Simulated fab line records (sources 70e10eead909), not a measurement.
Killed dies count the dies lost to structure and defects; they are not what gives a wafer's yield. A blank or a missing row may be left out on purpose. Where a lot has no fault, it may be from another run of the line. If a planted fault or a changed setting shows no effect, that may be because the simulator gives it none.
Which tool was responsible? :: flow nand_harc :: 12 lots, 36 wafers sampled, at 1 step of a route of 1302

## WHAT THE GAUGES SHOWED, per wafer
NHARC_A_ONON_D2_THK_MEAS_30: measures by ellipsometry.
lot: L075
measured: day 12 22:55
on: film_metro-01
thk_nm (nm): 990 990 992

lot: L077
measured: day 13 20:33
on: film_metro-01
thk_nm (nm): 999 999 999

lot: L079
measured: day 15 01:18
on: film_metro-02
thk_nm (nm): 1009 1010 1010

lot: L081
measured: day 16 01:38
on: film_metro-01
thk_nm (nm): 989 989 990

lot: L084
measured: day 17 06:04
on: film_metro-01
thk_nm (nm): 995 996 994

lot: L085
measured: day 17 17:20
on: film_metro-01
thk_nm (nm): 977 977 979

lot: L089
measured: day 19 00:09
on: film_metro-01
thk_nm (nm): 1002 1002 1002

lot: L088
measured: day 19 09:50
on: film_metro-02
thk_nm (nm): 991 991 992

lot: L090
measured: day 20 03:55
on: film_metro-02
thk_nm (nm): 1021 1021 1024

lot: L093
measured: day 20 10:01
on: film_metro-02
thk_nm (nm): 997 998 998

lot: L095
measured: day 21 19:47
on: film_metro-01
thk_nm (nm): 974 976 974

lot: L096
measured: day 22 02:29
on: film_metro-01
thk_nm (nm): 996 994 995

## EACH LOT AND THE TOOL THAT RAN IT (in order: tool; ch and the chambers of the sampled wafers; start)
No process step before these readings appears in the record.

## THE ANSWER, worked out from the rows above alone
Rule: what is usual is taken from the lots themselves. The widest of any qualifying gaps counts: lots, ordered by their means at a reading, are off when they make up no more than a third of the lots, leave a main group of 4 or more, and stand apart from it by 3 or more times the standard deviation of that group's means. The tables above print the reading to a certain number of digits; a main group whose means all agree to those digits is not used. Also off: a lot with no number at a reading for which 4 or more lots have one. Any other lot the step has rows for is counted as sound.
No lot is off at any reading shown: from this, nothing can be told.

## WHAT THE SIMULATOR HAD PUT IN
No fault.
